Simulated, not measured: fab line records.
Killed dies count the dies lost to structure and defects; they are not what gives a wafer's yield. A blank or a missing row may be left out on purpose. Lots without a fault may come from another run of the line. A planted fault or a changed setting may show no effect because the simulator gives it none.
Split-lot study || flow n5_finfet || route with 1938 steps; 7 lots, 21 wafers read

== THE SPLIT ITSELF ==
At N5_MOL_CONTACT_COAG_PECVD_31 (deposits SiO2 from TEOS/O2, target thk 46 nm, time 8.9 s), the setting temp_c was moved away from the recipe's 400 C on 9 of the 21 wafers read, by -3.6% to +4.1%. This setting was run at the recipe's value on the other wafers.

== FROM THE SPLIT TO THE READING: what the file shows between them, 2 steps ==
- N5_MOL_CONTACT_COAG_ETCHBACK_135: etches SiO2 in CHF3, target depth 25 nm, time 16.7 s (also split here: time_s)
- N5_MOL_CONTACT_COAG_STRIP_118: strips in CHF3

== THE READING ==
etch.depth_nm (the simulator's own value, which no gauge read), in nm, at N5_MOL_CONTACT_COAG_VIA_ETCH_46 (etches SiO2 in C4F6/O2, target depth 46 nm, overetch 9.2 nm, time 40 s). The file gives no usual value for it. Across the 12 wafers here that went through the recipe, the average is 45.77 nm and the standard deviation 0.45 nm.

{"wafer": "L075.2", "tool, chamber at the split": "pecvd-01, 0", "temp_c as run, C": 400, "against the recipe": "recipe", "etch.depth_nm, nm": 46.03, "against lot-mates on the recipe": "-"}
{"wafer": "L075.3", "tool, chamber at the split": "pecvd-01, 2", "temp_c as run, C": 400, "against the recipe": "recipe", "etch.depth_nm, nm": 45.45, "against lot-mates on the recipe": "-"}
{"wafer": "L075.4", "tool, chamber at the split": "pecvd-01, 1", "temp_c as run, C": 400, "against the recipe": "recipe", "etch.depth_nm, nm": 46.25, "against lot-mates on the recipe": "-"}
{"wafer": "L077.4", "tool, chamber at the split": "pecvd-01, 2,1", "temp_c as run, C": 412.7, "against the recipe": "+3.2%", "etch.depth_nm, nm": 42.2, "against lot-mates on the recipe": -4.03}
{"wafer": "L077.5", "tool, chamber at the split": "pecvd-01, 2,1", "temp_c as run, C": 412.7, "against the recipe": "+3.2%", "etch.depth_nm, nm": 42.29, "against lot-mates on the recipe": -3.94}
{"wafer": "L077.6", "tool, chamber at the split": "pecvd-01, 0", "temp_c as run, C": 400, "against the recipe": "recipe", "etch.depth_nm, nm": 46.23, "against lot-mates on the recipe": "-"}
{"wafer": "L079.4", "tool, chamber at the split": "pecvd-01, 2", "temp_c as run, C": 388.9, "against the recipe": "-2.8%", "etch.depth_nm, nm": 48.84, "against lot-mates on the recipe": "+3.10"}
{"wafer": "L079.5", "tool, chamber at the split": "pecvd-01, 1", "temp_c as run, C": 388.9, "against the recipe": "-2.8%", "etch.depth_nm, nm": 48.31, "against lot-mates on the recipe": "+2.57"}
{"wafer": "L079.6", "tool, chamber at the split": "pecvd-01, 0", "temp_c as run, C": 400, "against the recipe": "recipe", "etch.depth_nm, nm": 45.74, "against lot-mates on the recipe": "-"}
{"wafer": "L085.2", "tool, chamber at the split": "pecvd-01, 0", "temp_c as run, C": 413.6, "against the recipe": "+3.4%", "etch.depth_nm, nm": 42.94, "against lot-mates on the recipe": "no lot-mate on the recipe"}
{"wafer": "L085.4", "tool, chamber at the split": "pecvd-01, 1", "temp_c as run, C": 413.6, "against the recipe": "+3.4%", "etch.depth_nm, nm": 42.83, "against lot-mates on the recipe": "no lot-mate on the recipe"}
{"wafer": "L085.6", "tool, chamber at the split": "pecvd-01, 0", "temp_c as run, C": 413.6, "against the recipe": "+3.4%", "etch.depth_nm, nm": 42.7, "against lot-mates on the recipe": "no lot-mate on the recipe"}
{"wafer": "L086.2", "tool, chamber at the split": "pecvd-01, 1", "temp_c as run, C": 400, "against the recipe": "recipe", "etch.depth_nm, nm": 44.82, "against lot-mates on the recipe": "-"}
{"wafer": "L086.4", "tool, chamber at the split": "pecvd-01, 0", "temp_c as run, C": 416.5, "against the recipe": "+4.1%", "etch.depth_nm, nm": 41.33, "against lot-mates on the recipe": -4.10}
{"wafer": "L086.5", "tool, chamber at the split": "pecvd-01, 2", "temp_c as run, C": 400, "against the recipe": "recipe", "etch.depth_nm, nm": 46.04, "against lot-mates on the recipe": "-"}
{"wafer": "L088.2", "tool, chamber at the split": "pecvd-02, 2", "temp_c as run, C": 400, "against the recipe": "recipe", "etch.depth_nm, nm": 45.57, "against lot-mates on the recipe": "-"}
{"wafer": "L088.5", "tool, chamber at the split": "pecvd-02, 2", "temp_c as run, C": 400, "against the recipe": "recipe", "etch.depth_nm, nm": 45.99, "against lot-mates on the recipe": "-"}
{"wafer": "L088.6", "tool, chamber at the split": "pecvd-02, 1", "temp_c as run, C": 385.7, "against the recipe": "-3.6%", "etch.depth_nm, nm": 50.91, "against lot-mates on the recipe": "+5.13"}
{"wafer": "L097.1", "tool, chamber at the split": "pecvd-04, 0,2", "temp_c as run, C": 400, "against the recipe": "recipe", "etch.depth_nm, nm": 45.31, "against lot-mates on the recipe": "-"}
{"wafer": "L097.3", "tool, chamber at the split": "pecvd-04, 0,2", "temp_c as run, C": 400, "against the recipe": "recipe", "etch.depth_nm, nm": 45.34, "against lot-mates on the recipe": "-"}
{"wafer": "L097.6", "tool, chamber at the split": "pecvd-04, 0", "temp_c as run, C": 400, "against the recipe": "recipe", "etch.depth_nm, nm": 46.41, "against lot-mates on the recipe": "-"}
The file does not say which wafer passed through which chamber wherever a row lists several chambers: such a row stands for several wafers.

FIT RESULTS
A straight line over all 21 wafers: etch.depth_nm changes by -1.06 nm for each +1% of temp_c; r = -0.97; the points scatter about the line by 0.54 nm.
The same after taking each lot's own level away (the mean of its wafers on the recipe; 18 wafers): -1.17 nm for each +1%; r = -0.98; scatter 0.5 nm.
Per that fit: largest temp_c move, reading shift of 4.8 nm.
The lots' own levels span 45.430 to 46.230 nm, that is 1.8 times the standard deviation above.
Consequently the slope shifts little with the lot-to-lot level, the two slopes agreeing.
Check: with one of the wafers moved furthest among these (+4.1%) left out of the fit, the line predicts -5.11 nm for it against its lot-mates. It came out at -4.1 nm against them.

== THESE WAFERS: OTHER SPLITS ==
Note: prior to the reading, these wafers also went through further splits. Each is held against what the fit with the lots' levels taken away leaves over:
{"other split on the same wafers": "N5_HKMG_FIN_COAT_43 spin_rpm", "wafers away from the commonest value": 7, "r with etch.depth_nm (lot level and that fit taken away)": "+0.35"}
{"other split on the same wafers": "N5_GATE_CUT_COAT_27 spin_rpm", "wafers away from the commonest value": 2, "r with etch.depth_nm (lot level and that fit taken away)": "+0.13"}
{"other split on the same wafers": "N5_GATE_CUT_DESCUM_18 time_s", "wafers away from the commonest value": 6, "r with etch.depth_nm (lot level and that fit taken away)": "+0.04"}
{"other split on the same wafers": "N5_MOL_CONTACT_COAG_ALD_27 ald_cycles", "wafers away from the commonest value": 6, "r with etch.depth_nm (lot level and that fit taken away)": -0.05}
{"other split on the same wafers": "N5_MOL_CONTACT_COAG_ETCHBACK_135 time_s", "wafers away from the commonest value": 6, "r with etch.depth_nm (lot level and that fit taken away)": -0.41}

== THE WHOLE CHAIN: every reading that the file lists as answering this split, in the file's order ==
{"step": "N5_MOL_CONTACT_COAG_PECVD_31", "what it does": "deposits SiO2 from TEOS/O2, target thk 46 nm, time 8.9 s", "reading": "SiO2_of_MOL_CONTACT_COAG_PECVD_31.thk_nm (the simulator's own value, which no gauge read)", "change (the file's fit)": "-1.17 nm for each +1% of the setting", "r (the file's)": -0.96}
{"step": "N5_MOL_CONTACT_COAG_VIA_ETCH_46", "what it does": "etches SiO2 in C4F6/O2, target depth 46 nm, overetch 9.2 nm, time 40 s", "reading": "etch.depth_nm (the simulator's own value, which no gauge read)", "change (the file's fit)": "-1.17 nm for each +1% of the setting", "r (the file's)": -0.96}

== THE FILE'S OWN FIT ==
etch.depth_nm changes by -1.17 nm for each +1% of temp_c, r = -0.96.
